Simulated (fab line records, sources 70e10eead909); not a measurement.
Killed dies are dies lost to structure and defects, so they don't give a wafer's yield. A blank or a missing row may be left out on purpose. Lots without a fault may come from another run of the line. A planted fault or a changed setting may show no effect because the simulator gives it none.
A struck lot beside a sound one | flow nand_harc | 33 steps out of a route of 1302
Sound: wafers L771.2, L771.4, L771.5. Struck: wafer L764.3. (L764.2 of the same lot was not struck and is left out.) The cause comes at the end.
At each step with rows: each side's tool, then ch and its chambers, then its first start. Under that, the readings that differ: sound wafers | struck wafers | difference of the means | sigmas: that difference in standard deviations of wafers without a fault.
alike: readings whose means differ by less than 2 such deviations, and words and numbers that are the same on both sides. not compared: withheld readings, readings that some wafer has no value for, bounds like >300 that may hide the same value, and numbers for which the record gives no deviation and whose values overlap.
The two part at a step that has a row with sigmas, a row that says differs or no value, or rows on one side only. Numbers that don't overlap but have no deviation are shown without sigmas and don't part them. A reading that every wafer of one side lacks parts them only if that side has two wafers or more.

first, 9 steps without rows for these wafers: NHARC_A_CHANNEL_HOLE_D1_DEP_00 (deposits aC, target thk 3100 nm); NHARC_A_CHANNEL_HOLE_D1_DEP_01 (deposits SiON, target thk 140 nm); NHARC_A_CHANNEL_HOLE_D1_DEHYDRATE_02 (time 120 s); NHARC_A_CHANNEL_HOLE_D1_HMDS_03 (time 30 s); NHARC_A_CHANNEL_HOLE_D1_COAT_36 (time 75 s); NHARC_A_CHANNEL_HOLE_D1_COAT_37 (time 65 s); NHARC_A_CHANNEL_HOLE_D1_COAT_04 (resist thk 90 nm); NHARC_A_CHANNEL_HOLE_D1_SOFTBAKE_05 (time 55 s); NHARC_A_CHANNEL_HOLE_D1_EBR_06.
NHARC_A_CHANNEL_HOLE_D1_EXPOSE_07: exposes mask HOLE D1, target cd 100 nm.
  sound on arfi_scanner-01 ch 0, day 16 19:41; struck on arfi_scanner-01 ch 0, day 14 11:02
  alike: mask, focus_offset_nm, reticle_temp_C
then, 2 steps without rows for these wafers: NHARC_A_CHANNEL_HOLE_D1_PEB_08 (peb time 65 s); NHARC_A_CHANNEL_HOLE_D1_DEVELOP_09 (develop time 35 s).
NHARC_A_CHANNEL_HOLE_D1_CD_MEAS_10: target cd 100 nm.
  sound on cd_sem-02 ch 0, day 16 19:49; struck on cd_sem-02 ch 0, day 14 11:10
  reading    | sound           | struck | difference | sigmas
  cd_nm (nm) | 99.9 100.2 99.0 | 101.8  | +2.1       | +4
NHARC_A_CHANNEL_HOLE_D1_DESCUM_15: chemistry O2, time 3 s.
  sound on rie_diel-07 ch 0,1,2, day 16 20:00; struck on rie_diel-03 ch 3, day 14 11:22
  reading                            | sound             | struck | difference | sigmas
  rf_vpp_V (V)                       | 57.2 54.9 56.8    | 59.0   | +2.7       | +3
  model.A_CHANNEL_HOLE_D1.cd_nm (nm) | 99.25 100.7 98.68 | 101.9  | +2.4       |
  alike: drypump_motor_current_A, mfc_ar_sccm, oes_product_au, showerhead_plenum_p_Torr, throttle_valve_pct
  not compared: rf_hours_counter_h
then, 16 steps without rows for these wafers: NHARC_A_CHANNEL_HOLE_D1_ETCH_38 (etches the open film in CF4, target depth 39 nm, time 65 s); NHARC_A_CHANNEL_HOLE_D1_ETCH_39 (etches the open film in N2/H2, target depth 260 nm, time 325 s); NHARC_A_CHANNEL_HOLE_D1_ETCH_34 (etches the open film in CF4/CHF3, target depth 154 nm, time 77 s); NHARC_A_CHANNEL_HOLE_D1_ETCH_16 (etches the open film in O2/COS, target depth 3100 nm, time 806 s); NHARC_A_CHANNEL_HOLE_D1_ETCH_19 (etches the open film in C4F8/O2/Ar, time 34.5 s); NHARC_A_CHANNEL_HOLE_D1_ETCH_20 (etches the open film in C4F8/O2/Ar, time 361.9 s, target depth 1600 nm); NHARC_A_CHANNEL_HOLE_D1_ETCH_21 (etches the open film in C4F8/O2/Ar, time 514.3 s, target depth 1600 nm); NHARC_A_CHANNEL_HOLE_D1_ETCH_22 (etches the open film in C4F8/O2/Ar, time 666.7 s, target depth 1600 nm); NHARC_A_CHANNEL_HOLE_D1_ETCH_23 (etches the open film in C4F8/O2/Ar, time 819 s, target depth 1600 nm); NHARC_A_CHANNEL_HOLE_D1_ETCH_24 (etches the open film in C4F8/O2/Ar, time 906.2 s, target depth 1500 nm); NHARC_A_CHANNEL_HOLE_D1_ETCH_25 (etches the open film in C4F8/O2/Ar, time 1040.2 s, target depth 1500 nm); NHARC_A_CHANNEL_HOLE_D1_ETCH_26 (etches the open film in C4F8/O2/Ar, time 224.1 s, target depth 300 nm); NHARC_A_CHANNEL_HOLE_D1_ETCH_33 (etches the open film in C4F8/O2/Ar, time 90 s, target depth 400 nm); NHARC_A_CHANNEL_HOLE_D1_STRIP_41 (strips in N2/H2); NHARC_A_CHANNEL_HOLE_D1_STRIP_42 (strips in CF4/CHF3); NHARC_A_CHANNEL_HOLE_D1_STRIP_43 (strips in O2/COS).
NHARC_A_CHANNEL_HOLE_D1_ETCH_44: etches the open film in CF4/O2, target depth 140 nm, overetch 14 nm, time 77 s.
  sound on rie_diel-07 ch 1,3, day 17 02:59; struck on rie_diel-07 ch 0, day 14 18:00
  reading                            | sound             | struck | difference | sigmas
  showerhead_plenum_p_Torr (Torr)    | 1.30 1.36 1.36    | 1.26   | -0.08      | -2
  model.A_CHANNEL_HOLE_D1.cd_nm (nm) | 88.96 89.55 89.07 | 92.06  | +2.87      |
  alike: drypump_motor_current_A, mfc_ar_sccm, oes_o_777_au, oes_product_au, rf_fwd_power_W, rf_vpp_V, throttle_valve_pct
  not compared: rf_hours_counter_h
then, 1 step without rows for these wafers: NHARC_A_CHANNEL_HOLE_D1_STRIP_27 (strips in O2).
-- the record jumps here: 15 days lie between the struck wafers' starts before and after (it left off in module A_CHANNEL_HOLE_D1 and takes up again in module END, whose first step shown is number 1302 of the route) --
NHARC_END_SORT_01:
  the record has rows for the struck wafers here (prober-01 ch 0, day 30 03:31) and none for the sound ones

WHERE THEY PART
First at NHARC_A_CHANNEL_HOLE_D1_CD_MEAS_10; last, within this record, at NHARC_END_SORT_01.

WHY: what the simulator had put in
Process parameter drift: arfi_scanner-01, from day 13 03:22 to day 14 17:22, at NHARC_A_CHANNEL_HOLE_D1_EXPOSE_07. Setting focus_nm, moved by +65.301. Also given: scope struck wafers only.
